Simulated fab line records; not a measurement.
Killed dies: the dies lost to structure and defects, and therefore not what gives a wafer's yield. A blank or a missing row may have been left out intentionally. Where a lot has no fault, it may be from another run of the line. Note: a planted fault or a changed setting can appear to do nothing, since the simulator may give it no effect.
Comparing a struck lot with a sound one    flow n5Finfet    41 steps out of a route of 1938
Sound: the wafers L784.2, L784.4, L784.6. Struck: wafers L793.4, L793.5, L793.6. The cause is given at the end.
At each step with rows: each side's tool, then ch and its chambers, then its first start. Under that, the readings that differ: sound wafers    struck wafers    difference of the means    sigmas: that difference in standard deviations of wafers without a fault.
alike: readings with means less than 2 such deviations apart, plus words and numbers identical on both sides. not compared: withheld readings, readings lacking a value on some wafer, bounds such as >300 that could conceal the same value, and numbers that have no deviation in the record and whose values overlap.
A row with sigmas, a row that says differs or no value, or rows on one side alone: a step with any of these is where the two part. When numbers do not overlap yet have no deviation, they are printed without sigmas and do not part them. A reading missing from all wafers of one side parts the sides only when that side holds two or more wafers.

first, 12 steps without rows for these wafers: N5_HKMG_FIN_STRIP_34 (strips in CF4); N5_HKMG_FIN_ETCH_35 (etches SOC in N2/H2, target depth 215.8 nm, time 243.4 s); N5_HKMG_FIN_STRIP_92 (strips SOC in N2/H2, time 20 s); N5_HKMG_FIN_WET_ETCH_18 (etches TiN in SC1, time 55 s, target depth 5.2 nm, rinse time 30 s); N5_HKMG_FIN_STRIP_19 (strips in N2/H2, time 360 s); N5_HKMG_FIN_ALD_91 (deposits TiN, target thk 1 nm, pulse time 1 s, purge time 3 s); N5_HKMG_FIN_COAT_85 (time 60 s, resist thk 300 nm); N5_HKMG_FIN_ETCH_86 (etches SOC in N2/H2, stops on TiN, target depth 393.2 nm); N5_HKMG_FIN_STRIP_89 (strips SOC in N2/H2, time 20 s); N5_HKMG_FIN_WET_ETCH_87 (etches TiN in SC1, time 154.2 s, target depth 4.7 nm, rinse time 30 s); N5_HKMG_FIN_STRIP_88 (strips in N2/H2, time 360 s); N5_HKMG_FIN_NWFM_ALD_20 (deposits TiAlC, target thk 2 nm, pulse time 3 s, purge time 2 s).
N5_HKMG_FIN_ALD_71: deposits TiN, target thk 1 nm, pulse time 1 s, purge time 3 s.
  sound on aldMetal-04 ch 0,1,3, day 4 05:41; struck on aldMetal-03 ch 0,1,2, day 6 12:58
  no value came back on the struck wafers for any of 5 readings (aldCycles, chamberPressureTorr (Torr) and others); on the sound wafers aldCycles reads 47 47 47
then, 26 steps without rows for these wafers: N5_HKMG_FIN_COAT_66 (time 60 s, resist thk 300 nm); N5_HKMG_FIN_ETCH_67 (etches SOC in N2/H2, stops on TiN, target depth 388.9 nm); N5_HKMG_FIN_STRIP_90 (strips SOC in N2/H2, time 20 s); N5_HKMG_FIN_WET_ETCH_73 (etches the open film in SC1, time 42.3 s, target depth 1.3 nm, rinse time 30 s); N5_HKMG_FIN_ETCHBACK_68 (etches the open film in Cl2/Ar, stops on HfO2, target depth 0.5 nm); N5_HKMG_FIN_STRIP_69 (strips in N2/H2, time 360 s); N5_HKMG_FIN_ALD_21 (deposits TiN, target thk 1.5 nm, pulse time 1 s, purge time 3 s); N5_HKMG_FIN_ALD_72 (deposits W, target thk 2 nm, pulse time 1 s, purge time 2 s); N5_HKMG_FIN_W_FILL_22 (material W, target thk 60 nm, time 18.2 s); N5_HKMG_FIN_PRECLEAN_83 (cleans in DIW, time 57.5 s); N5_HKMG_FIN_SRD_84 (dry time 32 s); N5_HKMG_FIN_CMP_23 (polishes, stops on SiNx, t overpolish 10 s, target thk 46.326 nm); N5_HKMG_FIN_CMP_94 (polishes, stops on SiNx, t overpolish 4.7 s, target thk 43.299 nm); N5_GATE_CUT_ETCHBACK_00 (etches W in SF6/Cl2); N5_GATE_CUT_ETCH_56 (etches TiN in Cl2/Ar, target depth 21.6 nm); N5_GATE_CUT_ETCHBACK_30 (etches TiN in Cl2/Ar, target depth 3 nm); N5_GATE_CUT_VAPOR_ETCH_60 (etches HfO2 in BCl3/Cl2); N5_GATE_CUT_ETCH_58 (etches SiNx in CH3F/O2, target depth 17 nm, time 128.6 s); N5_GATE_CUT_STRIP_59 (strips in N2/H2, time 20 s); N5_GATE_CUT_PRECLEAN_31 (cleans in DIW, time 300 s); N5_GATE_CUT_SRD_32 (time 30 s); N5_GATE_CUT_SAC_CAP_01 (material SiNx, target thk 24 nm, pulse time 1 s, ald cycles 480); N5_GATE_CUT_PECVD_57 (deposits SiNx from SiH4/NH3/N2, target thk 21 nm); N5_GATE_CUT_CMP_02 (polishes, stops on SiO2, t overpolish 12.7 s, target thk 0 nm); N5_GATE_CUT_HM_DEP_46 (deposits SiO2 from TEOS/O2, target thk 130 nm, time 26.6 s); N5_GATE_CUT_COAT_34 (time 60 s, resist thk 60 nm).
-- here the record skips 5 days between the struck wafers' starts before and after, leaving off in module GATE_CUT and picking up in module BEOL_M4 (first step shown: number 1111 of the route) --
N5_BEOL_M4_RC_MEAS_101:
  sound on prober-01 ch 0, day 9 13:10; struck on prober-02 ch 0, day 11 21:32
reading              sound                       struck                      difference  sigmas
IOFF_N (nA/um)       0.16 0.15 0.18              0.03 0.03 0.05              -0.13       -4
IOFF_N_85C (nA/um)   3.3 3.1 3.5                 0.8 0.7 1.1                 -2.4        -4
IOFF_N_LIN (nA/um)   0.077 0.075 0.084           0.015 0.013 0.019           -0.063      -5
IOFF_N_LONG (nA/um)  5.65e-05 5.55e-05 5.57e-05  2.49e-05 2.41e-05 2.5e-05   -3.12e-05   -17
IOFF_P (nA/um)       0.20 0.20 0.21              0.38 0.33 0.47              +0.19       +5
IOFF_P_85C (nA/um)   3.5 3.4 3.6                 6.0 5.4 7.3                 +2.7        +5
IOFF_P_LIN (nA/um)   0.093 0.091 0.094           0.177 0.158 0.205           +0.087      +7
IOFF_P_LONG (nA/um)  9.5e-05 0.000102 8.8e-05    0.000155 0.000157 0.000157  +0.000061   +9
ION_N (uA/um)        671 683 677                 566 550 579                 -112        -9
ION_P (uA/um)        455 467 460                 482 471 493                 +21         +3
VT_N (mV)            250 247 244                 298 298 293                 +49         +15
VT_N_LONG (mV)       275.9 276.4 274.5           328.0 324.5 328.0           +51.2       +27
VT_N_LVT (mV)        97 97 95                    146 150 141                 +49         +14
VT_P (mV)            -253 -252 -252              -234 -241 -232              +17         +6
VT_P_LONG (mV)       -277.4 -279.2 -279.5        -262.9 -262.2 -258.7        +17.4       +7
VT_P_LVT (mV)        -99.9 -100.4 -100.1         -84.6 -86.1 -82.8           +15.6       +6
  alike: DIBL_N, DIBL_P, SS_N, SS_P
-- record jumps: 4 days separate the struck wafers' starts on either side; left off in module BEOL_M4, taken up again in module PASSIVATION, whose first shown step is the route's number 1936 --
N5_PASSIVATION_PROBE_49:
  sound: prober-02 at day 13 22:31; struck: prober-01 at day 16 02:55
reading                 sound           struck             difference  sigmas
killedAtContacts        31 32 51        16 21 23           -18         -2
sort_bin_4_leakage (%)  0 0 0           0.34 0 5.68        +2.01       +99 or more
sort_bin_8_speed (%)    0 0 0           89.66 91.86 86.61  +89.38      +99 or more
sortNPass               1078 1085 1039  0 0 0              -1067       -63
sortYieldPct (%)        91.4 91.9 88.1  0 0 0              -90         -65
  alike: defectLimitedYield, killed_at_M0_to_M3, killed_at_M4_up, killedAtFrontEnd, killedAtOther, killedDies, killedOpen, killedShort, sort_bin_5_function, sort_bin_6_memory

## WHERE THEY PART
First at N5_HKMG_FIN_ALD_71; last, within this record, at N5_PASSIVATION_PROBE_49.

WHY: the cause the simulator had injected
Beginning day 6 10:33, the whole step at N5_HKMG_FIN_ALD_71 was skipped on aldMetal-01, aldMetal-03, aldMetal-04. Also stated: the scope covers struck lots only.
